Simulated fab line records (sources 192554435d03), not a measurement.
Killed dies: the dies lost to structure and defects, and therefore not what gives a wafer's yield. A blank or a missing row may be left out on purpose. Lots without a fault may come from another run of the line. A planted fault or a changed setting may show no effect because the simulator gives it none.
Chamber matching / flow n5 finfet / N5_BEOL_M0_SAQP_PECVD_03 on pecvd-04: 3 sister chambers
The step deposits SiCN from 3MS/NH3, target thk 12 nm, time 21.1 s. 14 wafers are shown with their chamber, then 7 later ones without.

WAFERS PAIRED WITH THEIR CHAMBERS
wafer=L075.1; chamber=1; throttle valve pct (%)=10.3; showerhead plenum p Torr (Torr)=3.673
wafer=L075.4; chamber=1; throttle valve pct (%)=9.8; showerhead plenum p Torr (Torr)=3.668
wafer=L075.6; chamber=2; throttle valve pct (%)=9.1; showerhead plenum p Torr (Torr)=3.662
wafer=L076.3; chamber=2; throttle valve pct (%)=9.2; showerhead plenum p Torr (Torr)=3.667
wafer=L076.5; chamber=1; throttle valve pct (%)=10.2; showerhead plenum p Torr (Torr)=3.673
wafer=L076.6; chamber=2; throttle valve pct (%)=9.4; showerhead plenum p Torr (Torr)=3.661
wafer=L086.1; chamber=0; throttle valve pct (%)=9.2; showerhead plenum p Torr (Torr)=3.666
wafer=L086.3; chamber=2; throttle valve pct (%)=9.4; showerhead plenum p Torr (Torr)=3.657
wafer=L086.5; chamber=1; throttle valve pct (%)=10.0; showerhead plenum p Torr (Torr)=3.671
wafer=L087.1; chamber=0; throttle valve pct (%)=9.5; showerhead plenum p Torr (Torr)=3.673
wafer=L087.3; chamber=2; throttle valve pct (%)=9.2; showerhead plenum p Torr (Torr)=3.661
wafer=L087.6; chamber=0; throttle valve pct (%)=9.3; showerhead plenum p Torr (Torr)=3.670
wafer=L088.2; chamber=1; throttle valve pct (%)=10.1; showerhead plenum p Torr (Torr)=3.674
wafer=L088.4; chamber=1; throttle valve pct (%)=9.9; showerhead plenum p Torr (Torr)=3.672

SIGNATURES, as means of the wafers listed above
reading=throttle valve pct; chamber 0=9.333; chamber 1=10.050; chamber 2=9.260; scatter within a chamber=0.163
reading=showerhead plenum p Torr; chamber 0=3.66967; chamber 1=3.67183; chamber 2=3.66160; scatter within a chamber=0.003
Rule: distance of a wafer from a chamber = root of the sum over the readings of ((wafer's reading minus chamber's mean) / reading's scatter) squared. If the next closest chamber is less than 2 further off than the closest, the wafer can't be placed; otherwise it belongs to the closest. The scatter: the root of (the sum of the squares of (reading less its chamber's mean) over the shown wafers, divided by (wafers less chambers)).

WAFERS WITHOUT THEIR CHAMBER
wafer=L088.5; throttle valve pct (%)=9.4; showerhead plenum p Torr (Torr)=3.656
wafer=L094.1; throttle valve pct (%)=10.0; showerhead plenum p Torr (Torr)=3.678
wafer=L094.5; throttle valve pct (%)=8.6; showerhead plenum p Torr (Torr)=3.657
wafer=L094.6; throttle valve pct (%)=9.6; showerhead plenum p Torr (Torr)=3.672
wafer=L097.2; throttle valve pct (%)=9.4; showerhead plenum p Torr (Torr)=3.675
wafer=L097.3; throttle valve pct (%)=8.7; showerhead plenum p Torr (Torr)=3.651
wafer=L097.5; throttle valve pct (%)=10.1; showerhead plenum p Torr (Torr)=3.661

CHAMBER TAKEN BY EACH
wafer=L088.5; from the rows above=2; in truth=2
wafer=L094.1; from the rows above=1; in truth=1
wafer=L094.5; from the rows above=can't be placed: 2 or 0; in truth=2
wafer=L094.6; from the rows above=can't be placed: 0 or 1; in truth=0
wafer=L097.2; from the rows above=0; in truth=0
wafer=L097.3; from the rows above=2; in truth=2
wafer=L097.5; from the rows above=can't be placed: 1 or 2 or 0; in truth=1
Placed correctly: 4 of 7. Can't be placed from these rows: 3 (the true chamber is among the candidates in 3). 0 placed wrongly.
